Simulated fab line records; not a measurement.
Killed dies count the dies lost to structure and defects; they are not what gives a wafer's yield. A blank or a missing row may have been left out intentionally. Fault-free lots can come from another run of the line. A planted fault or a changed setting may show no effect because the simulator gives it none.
Chamber matching -- flow n5Finfet -- N5_BEOL_M5_ALD_86 on aldMetal-01: 4 sister chambers
The step deposits TaN, pulse time 2 s, purge time 3 s, co reactant purge time 2 s. 14 wafers are shown with their chamber, then 7 later ones without.

== EACH WAFER AND ITS CHAMBER ==
wafer,chamber,heaterPowerW (W),heaterPowerOuterW (W),precursorVesselPressureTorr (Torr)
L075.2,2,406,219,26.19
L075.4,0,458,241,26.26
L075.5,3,398,221,26.31
L080.2,3,402,223,26.29
L080.3,2,413,219,26.26
L080.4,1,402,203,26.36
L081.3,2,403,217,26.25
L081.4,3,408,218,26.24
L081.6,2,409,227,26.25
L086.1,3,410,226,26.33
L086.2,0,461,236,26.23
L086.3,1,406,205,26.21
L088.1,0,457,240,26.25
L088.4,3,413,220,26.24

SIGNATURES, as means of the wafers listed above
reading,chamber 0,chamber 1,chamber 2,chamber 3,scatter within a chamber
heaterPowerW,458.67,404.00,407.75,406.20,4.69
heaterPowerOuterW,239.00,204.00,220.50,221.60,3.35
precursorVesselPressureTorr,26.2467,26.2850,26.2375,26.2820,0.0463
Rule: a wafer lies at a distance from a chamber equal to the root of the sum of squares, over the readings, of (its reading less the chamber's mean, divided by the reading's scatter). The wafer belongs to the nearest chamber; if the next one is less than 2 further off, it can't be placed. The scatter is the square root of a quotient: the sum, over the shown wafers, of each reading's squared deviation from its chamber's mean, divided by wafers minus chambers.

== WAFERS WITHOUT THEIR CHAMBER ==
wafer,heaterPowerW (W),heaterPowerOuterW (W),precursorVesselPressureTorr (Torr)
L088.5,407,200,26.14
L089.1,453,241,26.24
L089.4,394,207,26.22
L089.6,460,237,26.27
L076.2,410,202,26.29
L076.3,411,229,26.22
L076.5,417,220,26.29

== THE CHAMBER EACH PASSED THROUGH ==
wafer,from the rows above,in truth
L088.5,1,1
L089.1,0,0
L089.4,1,1
L089.6,0,0
L076.2,1,1
L076.3,can't be placed: 2 or 3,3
L076.5,can't be placed: 2 or 3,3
Placed correctly: 5 of 7. Can't be placed from these rows: 2 (the true chamber is among the candidates in 2). Number placed wrongly: 0.
